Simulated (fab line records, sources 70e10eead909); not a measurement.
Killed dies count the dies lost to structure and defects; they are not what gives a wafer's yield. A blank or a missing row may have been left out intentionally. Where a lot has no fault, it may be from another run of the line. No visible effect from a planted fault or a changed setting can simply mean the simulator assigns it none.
A struck lot beside a sound one || flow nand-harc || 15 steps out of a route of 1159
Sound: wafers L425.1, L425.4, L425.6. Wafers struck: L429.1, L429.4, L429.6. The cause comes at the end.
At each step with rows: each side's tool, then ch and its chambers, then its first start. Under that, the readings that differ: sound wafers || struck wafers || difference of the means || sigmas: that difference in standard deviations of wafers without a fault.
alike: readings with means less than 2 such deviations apart, plus words and numbers identical on both sides. not compared: withheld readings, readings lacking a value on some wafer, bounds such as >300 that could conceal the same value, and numbers that have no deviation in the record and whose values overlap.
A row with sigmas, a row that says differs or no value, or rows on one side alone: a step with any of these is where the two part. When numbers do not overlap yet have no deviation, they are printed without sigmas and do not part them. Lack of a reading on every wafer of one side parts them only where that side has two or more wafers.

first, 8 steps without rows for these wafers: NHARC_A_SGD_CUT_COAT_56 (time 75 s); NHARC_A_SGD_CUT_COAT_57 (time 65 s); NHARC_A_SGD_CUT_COAT_03 (resist thk 90 nm); NHARC_A_SGD_CUT_SOFTBAKE_04 (time 55 s); NHARC_A_SGD_CUT_EBR_05; NHARC_A_SGD_CUT_EXPOSE_06 (exposes mask SGD); NHARC_A_SGD_CUT_PEB_07 (peb time 65 s); NHARC_A_SGD_CUT_DEVELOP_08 (develop time 35 s).
NHARC_A_SGD_CUT_CD_MEAS_09: the cd target is 100 nm.
  sound on cd-sem-01 ch 0, day 14 13:06; struck on cd-sem-02 ch 0, day 15 14:13
  alike: cd-nm
NHARC_A_SGD_CUT_OVL_MEAS_10:
  struck on overlay-01, day 15 14:19; sound on overlay-02, day 14 13:11
  alike: overlay-x-nm, overlay-y-nm
NHARC_A_SGD_CUT_INSPECT_11:
  struck on defect-inspect-02, day 15 14:20; sound on defect-inspect-01, day 14 13:14
{"reading": "raw-defect-count", "sound": "6 12 5", "struck": "31 27 26", "difference": "+20", "sigmas": "+2"}
NHARC_A_SGD_CUT_DESCUM_14: chemistry O2, time 3 s.
  sound on rie-diel-13 ch 1,3, day 14 13:18; struck on rie-diel-07 ch 0,2, day 15 14:25
  alike: drypump-motor-current-A, oes-product-au, rf-vpp-V, showerhead-plenum-p-Torr, throttle-valve-pct
  not compared: rf-hours-counter-h
NHARC_A_SGD_CUT_ETCH_58: etches the open film in CF4, target depth 39 nm, time 65 s.
  sound on rie-diel-13 ch 1,3, day 14 13:22; struck on rie-diel-07 ch 0,2,3, day 15 14:29
  no value came back on the struck wafers for any of 8 readings (bias-w (W), cf4-flow-sccm (sccm) and others); on the sound wafers bias-w (W) reads 100.5 100.0 100.2
  not compared: rf-hours-counter-h
NHARC_A_SGD_CUT_ETCH_59: etches the open film in N2/H2, target depth 260 nm, time 406.25 s.
  sound on rie-diel-13 ch 1,2; struck on rie-diel-07 ch 0,3, day 15 14:35
  alike: bias-w, chamber-pressure-mTorr, drypump-motor-current-A, oes-product-au, rf-vpp-V, showerhead-plenum-p-Torr, throttle-valve-pct
  not compared: rf-hours-counter-h
-- jump in the record: it breaks off in module A_SGD_CUT and resumes in module END (first step shown: number 1159 of the route), and 5 days separate the struck wafers' starts before and after --
NHARC_END_SORT_01:
  here the record holds rows for the struck wafers (prober-02 ch 0, day 21 01:47) but none for the sound ones

WHERE THEY PART
Earliest at NHARC_A_SGD_CUT_INSPECT_11; latest, in this record, at NHARC_END_SORT_01.

WHY: the cause the simulator had injected
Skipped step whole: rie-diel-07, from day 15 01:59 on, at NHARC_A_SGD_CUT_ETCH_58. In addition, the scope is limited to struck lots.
